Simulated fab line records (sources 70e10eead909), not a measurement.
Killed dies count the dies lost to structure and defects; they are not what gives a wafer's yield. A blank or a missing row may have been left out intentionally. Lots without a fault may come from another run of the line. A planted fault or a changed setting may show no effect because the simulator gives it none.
Which tool was responsible? -- flow nand_harc -- 10 lots, 30 wafers sampled, at 7 steps of a route of 1302

## WHAT EACH GAUGE READ, for each wafer
NHARC_A_CHANNEL_HOLE_D2_CD_MEAS_31.
lot,measured,on,cd_nm (nm)
L411,day 15 01:32,cd_sem-03,90.0 88.4 89.3
L410,day 15 01:32,cd_sem-01,89.3 89.5 89.9
L414,day 16 11:31,cd_sem-01,90.0 90.3 89.4
L415,day 16 16:52,cd_sem-01,89.8 88.5 90.0
L416,day 17 17:16,cd_sem-01,91.5 88.9 90.5
L417,day 18 12:01,cd_sem-03,-0.2 1.4 0.8
L420,day 19 07:23,cd_sem-03,0.0 -0.1 0.5
L429,day 23 00:03,cd_sem-03,90.8 90.6 89.2
L428,day 23 03:22,cd_sem-02,89.6 91.7 88.8
L430,day 23 12:48,cd_sem-01,87.9 89.6 89.0

NHARC_A_CHANNEL_HOLE_D2_INSPECT_40.
lot,measured,on,raw_defect_count
L411,day 15 01:44,defect_inspect-02,340 399 303
L410,day 15 01:43,defect_inspect-01,197 223 234
L414,day 16 11:43,defect_inspect-01,379 550 421
L415,day 16 17:04,defect_inspect-02,340 311 327
L416,day 17 17:28,defect_inspect-01,343 303 515
L417,day 18 12:11,defect_inspect-02,195 173 326
L420,day 19 07:34,defect_inspect-01,327 250 237
L429,day 23 00:14,defect_inspect-02,249 278 157
L428,day 23 03:33,defect_inspect-01,374 353 221
L430,day 23 12:59,defect_inspect-01,340 183 179

NHARC_END_SORT_01.
lot,measured,on,killed_at_array,killed_at_other,killed_at_periphery,killed_dies,killed_open,killed_short
L417,day 29 02:26,prober-01,672 673 672,0 0 0,5 4 5,677 677 677,6 2 5,3 2 4
L420,day 30 09:29,prober-01,670 664 670,2 0 1,5 13 6,677 677 677,1 5 6,1 1 5

## TOOL THAT RAN EACH LOT (tool first, then ch and the chambers of the sampled wafers, then the start)
lot,NHARC_A_CHANNEL_HOLE_D2_ETCH_20,NHARC_A_CHANNEL_HOLE_D2_ETCH_25,NHARC_A_CHANNEL_HOLE_D2_ETCH_26,NHARC_A_CHANNEL_HOLE_D2_XSEM_32
L411,"har_etch-02 ch 0,1, day 14 19:43","har_etch-02 ch 0,1, day 14 22:36","har_etch-02 ch 0,1, day 14 23:22","xsem-02 ch 0, day 15 01:38"
L410,"har_etch-01 ch 0,1, day 14 20:13","har_etch-01 ch 0,1, day 14 23:12","har_etch-01 ch 0,1, day 14 23:52","xsem-01 ch 0, day 15 01:38"
L414,"har_etch-01 ch 0,1, day 16 06:10","har_etch-01 ch 0,1, day 16 09:02","har_etch-01 ch 0,1, day 16 09:49","xsem-02 ch 0, day 16 11:37"
L415,"har_etch-02 ch 1, day 16 11:31","har_etch-02 ch 1, day 16 14:24","har_etch-02 ch 1, day 16 15:10","xsem-02 ch 0, day 16 16:58"
L416,"har_etch-01 ch 0,1, day 17 11:51","har_etch-01 ch 0,1, day 17 14:38","har_etch-01 ch 0,1, day 17 15:31","xsem-01 ch 0, day 17 17:22"
L417,"har_etch-02 ch 0,1, day 18 06:37","har_etch-02 ch 0,1, day 18 09:24","har_etch-02 ch 0,1, day 18 10:16","xsem-01 ch 0, day 18 12:06"
L420,"har_etch-02 ch 0,1, day 19 02:00","har_etch-02 ch 0,1, day 19 04:47","har_etch-02 ch 0,1, day 19 05:39","xsem-01 ch 0, day 19 07:28"
L429,"har_etch-02 ch 0,1, day 22 18:31","har_etch-02 ch 0,1, day 22 21:18","har_etch-02 ch 0,1, day 22 22:10","xsem-02 ch 0, day 23 00:08"
L428,"har_etch-01 ch 0,1, day 22 21:56","har_etch-01 ch 0,1, day 23 01:01","har_etch-01 ch 0,1, day 23 01:34","xsem-01 ch 0, day 23 03:28"
L430,"har_etch-02 ch 0,1, day 23 07:29","har_etch-02 ch 0,1, day 23 10:28","har_etch-02 ch 0,1, day 23 11:07","xsem-01 ch 0, day 23 12:53"
- NHARC_A_CHANNEL_HOLE_D2_ETCH_20: etches the open film in C4F8/O2/Ar, time 361.9 s, target depth 1600 nm.
- NHARC_A_CHANNEL_HOLE_D2_ETCH_25: etches the open film in C4F8/O2/Ar, time 1040.2 s, target depth 1500 nm.
- NHARC_A_CHANNEL_HOLE_D2_ETCH_26: etches the open film in C4F8/O2/Ar, time 224.1 s, target depth 300 nm.
- NHARC_A_CHANNEL_HOLE_D2_XSEM_32

## AS READ BY THE TOOLS THEMSELVES (means over the sampled wafers that have a number; for cases with no such wafer, the mark the record gives instead)
NHARC_A_CHANNEL_HOLE_D2_ETCH_20.
lot,tool,c4f8_flow_sccm (sccm),chamber_pressure_mTorr (mTorr),drypump_motor_current_A (A),he_backside_leak_sccm (sccm),o2_flow_sccm (sccm),showerhead_plenum_p_Torr (Torr),throttle_valve_pct (%)
L411,har_etch-02,89.37,19.982,5.3,6.1,35.80,3.66,32.151
L410,har_etch-01,89.34,19.986,5.8,6.9,35.90,3.62,32.150
L414,har_etch-01,89.40,19.991,5.8,6.2,35.71,3.61,32.145
L415,har_etch-02,89.82,19.983,5.7,7.3,35.49,3.53,32.147
L416,har_etch-01,89.16,20.021,5.8,6.1,35.73,3.60,32.155
L417,har_etch-02,89.27,20.007,5.3,5.0,35.70,3.78,32.155
L420,har_etch-02,89.15,20.001,5.5,5.1,35.59,3.84,32.167
L429,har_etch-02,89.29,20.001,5.5,5.2,35.65,3.81,32.144
L428,har_etch-01,89.49,20.007,5.5,6.9,35.62,3.50,32.155
L430,har_etch-02,88.73,20.005,5.3,7.0,35.67,3.74,32.157

NHARC_A_CHANNEL_HOLE_D2_ETCH_25.
lot,tool,c4f8_flow_sccm (sccm),chamber_pressure_mTorr (mTorr),drypump_motor_current_A (A),he_backside_leak_sccm (sccm),o2_flow_sccm (sccm),showerhead_plenum_p_Torr (Torr),throttle_valve_pct (%)
L411,har_etch-02,94.05,19.992,5.3,6.0,31.09,3.66,32.234
L410,har_etch-01,93.42,20.001,5.8,6.2,31.22,3.61,32.226
L414,har_etch-01,93.57,20.007,5.8,5.8,31.23,3.60,32.234
L415,har_etch-02,93.64,19.992,5.8,6.3,31.37,3.53,32.239
L416,har_etch-01,94.02,20.004,5.8,6.0,31.21,3.60,32.233
L417,har_etch-02,-,-,-,-,-,-,-
L420,har_etch-02,-,-,-,-,-,-,-
L429,har_etch-02,93.85,19.993,5.5,5.4,31.23,3.81,32.235
L428,har_etch-01,93.91,19.987,5.6,7.3,31.25,3.49,32.239
L430,har_etch-02,93.83,20.013,5.3,5.3,31.17,3.73,32.230

NHARC_A_CHANNEL_HOLE_D2_ETCH_26.
lot,tool,bias_v (V),c4f8_flow_sccm (sccm),drypump_motor_current_A (A),he_backside_leak_sccm (sccm),o2_flow_sccm (sccm),showerhead_plenum_p_Torr (Torr),throttle_valve_pct (%)
L411,har_etch-02,300.8,11.43,5.3,6.2,113.6,3.71,24.587
L410,har_etch-01,298.9,11.41,5.8,5.6,113.8,3.66,24.589
L414,har_etch-01,298.3,11.37,5.8,6.5,113.6,3.65,24.581
L415,har_etch-02,302.5,11.40,5.8,6.4,113.6,3.57,24.569
L416,har_etch-01,301.7,11.39,5.8,6.2,114.0,3.64,24.590
L417,har_etch-02,299.8,11.45,5.3,5.1,113.5,3.82,24.581
L420,har_etch-02,301.2,11.40,5.6,5.2,113.5,3.90,24.598
L429,har_etch-02,299.8,11.39,5.5,5.4,113.4,3.87,24.586
L428,har_etch-01,297.1,11.43,5.5,7.1,113.9,3.53,24.586
L430,har_etch-02,295.8,11.43,5.3,5.1,113.7,3.78,24.595

NHARC_A_CHANNEL_HOLE_D2_XSEM_32.
lot,tool,bot_cd_nm (nm),bow_nm (nm),tilt_deg (degrees)
L411,xsem-02,73.9,8.41,0.12
L410,xsem-01,73.2,8.45,0.10
L414,xsem-02,73.8,8.63,0.09
L415,xsem-02,75.0,9.35,0.07
L416,xsem-01,74.1,8.85,0.13
L417,xsem-01,0.4,0.98,0.09
L420,xsem-01,0.5,0.35,0.04
L429,xsem-02,74.7,8.57,0.03
L428,xsem-01,74.4,8.59,0.02
L430,xsem-01,73.9,8.51,0.02

## THE ANSWER, worked out from the rows above alone
Rule: usual is defined by the lots themselves. Put in order of their means at a reading, lots are off if they are a third of the lots or fewer, leave a main group of 4 or more, and stand apart from it by a gap of 3 or more times the standard deviation of the main group's means; of several such gaps the widest counts. The tables above print the reading to a certain number of digits; a main group whose means all agree to those digits is not used. Also off: a lot with no number at a reading for which 4 or more lots have one. All remaining lots with rows at the step are treated as sound. Order of review: gauges by route order, followed by the tools' own readings, for which a lot's mean as printed above is used. At the first step where some lot is off, the reading lying furthest off is the one used; lots without a number count as furthest.
Off: L417, L420, at NHARC_A_CHANNEL_HOLE_D2_CD_MEAS_31 (cd_nm). Mean 89.7 nm and standard deviation 0.48 in the main group.
If a tool, at a process step before that reading, ran all the lots that are off and no sound lot after the first of them, it fits. The gauges at NHARC_A_CHANNEL_HOLE_D2_CD_MEAS_31 aren't tried: what is off there is off at NHARC_A_CHANNEL_HOLE_D2_ETCH_25 too, on other tools, and a gauge's error can't cause that. None of those tried fits.

## WHAT THE SIMULATOR PUT IN
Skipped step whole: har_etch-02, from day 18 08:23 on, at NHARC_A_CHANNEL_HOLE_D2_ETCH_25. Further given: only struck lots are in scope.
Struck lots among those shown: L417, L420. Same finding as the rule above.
